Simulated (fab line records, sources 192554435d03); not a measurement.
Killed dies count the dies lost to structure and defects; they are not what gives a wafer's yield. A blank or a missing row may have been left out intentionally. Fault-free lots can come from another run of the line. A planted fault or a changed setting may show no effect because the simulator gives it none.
Matching of chambers | flow n5-finfet | 4 sister chambers for N5_DUMMY_GATE_ETCH_29 on rie-diel-05
The step etches underlayer in N2/H2, target depth 13 nm. 14 wafers are shown with their chamber, then 7 later ones without.

## WAFERS PAIRED WITH THEIR CHAMBERS
wafer  | chamber | drypump-motor-current-A (A) | showerhead-plenum-p-Torr (Torr) | throttle-valve-pct (%)
L074.1 | 2       | 6.4                         | 2.66                            | 17.90
L074.2 | 1       | 5.1                         | 2.67                            | 18.17
L074.5 | 1       | 5.1                         | 2.67                            | 18.17
L077.3 | 1       | 5.1                         | 2.67                            | 18.18
L077.4 | 0       | 5.3                         | 2.65                            | 17.58
L077.5 | 1       | 5.1                         | 2.67                            | 18.19
L079.2 | 2       | 6.4                         | 2.66                            | 17.92
L079.3 | 1       | 5.1                         | 2.67                            | 18.18
L079.4 | 0       | 5.3                         | 2.65                            | 17.54
L080.2 | 0       | 5.3                         | 2.65                            | 17.56
L080.3 | 2       | 6.3                         | 2.66                            | 17.93
L080.4 | 3       | 6.0                         | 2.53                            | 18.09
L088.1 | 0       | 5.3                         | 2.64                            | 17.57
L088.2 | 2       | 6.4                         | 2.65                            | 17.94

SIGNATURES (averages over the wafers above)
reading                  | chamber 0 | chamber 1 | chamber 2 | chamber 3 | scatter within a chamber
drypump-motor-current-A  | 5.300     | 5.100     | 6.375     | 6.000     | 0.0274
showerhead-plenum-p-Torr | 2.6475    | 2.6700    | 2.6575    | 2.5300    | 0.00387
throttle-valve-pct       | 17.5625   | 18.1780   | 17.9225   | 18.0900   | 0.0142
Rule: a wafer lies at a distance from a chamber equal to the root of the sum of squares, over the readings, of (its reading less the chamber's mean, divided by the reading's scatter). The wafer belongs to the nearest chamber; if the next one is less than 2 further off, it can't be placed. The scatter: take each reading less its chamber's mean, square it, sum over the shown wafers, divide by the number of wafers less the number of chambers, and take the root.

## WAFERS WITH NO CHAMBER GIVEN
wafer  | drypump-motor-current-A (A) | showerhead-plenum-p-Torr (Torr) | throttle-valve-pct (%)
L088.5 | 5.1                         | 2.66                            | 18.21
L094.2 | 5.1                         | 2.66                            | 18.21
L094.3 | 6.3                         | 2.64                            | 17.99
L094.4 | 5.3                         | 2.64                            | 17.60
L097.2 | 5.1                         | 2.66                            | 18.24
L097.4 | 5.3                         | 2.64                            | 17.59
L097.5 | 6.3                         | 2.64                            | 17.97

## EACH ONE'S CHAMBER
wafer  | from the rows above | in truth
L088.5 | 1                   | 1
L094.2 | 1                   | 1
L094.3 | 2                   | 2
L094.4 | 0                   | 0
L097.2 | 1                   | 1
L097.4 | 0                   | 0
L097.5 | 2                   | 2
Correct placement for 7 of the 7. Left unplaced by these rows: 0. Number placed wrongly: 0.
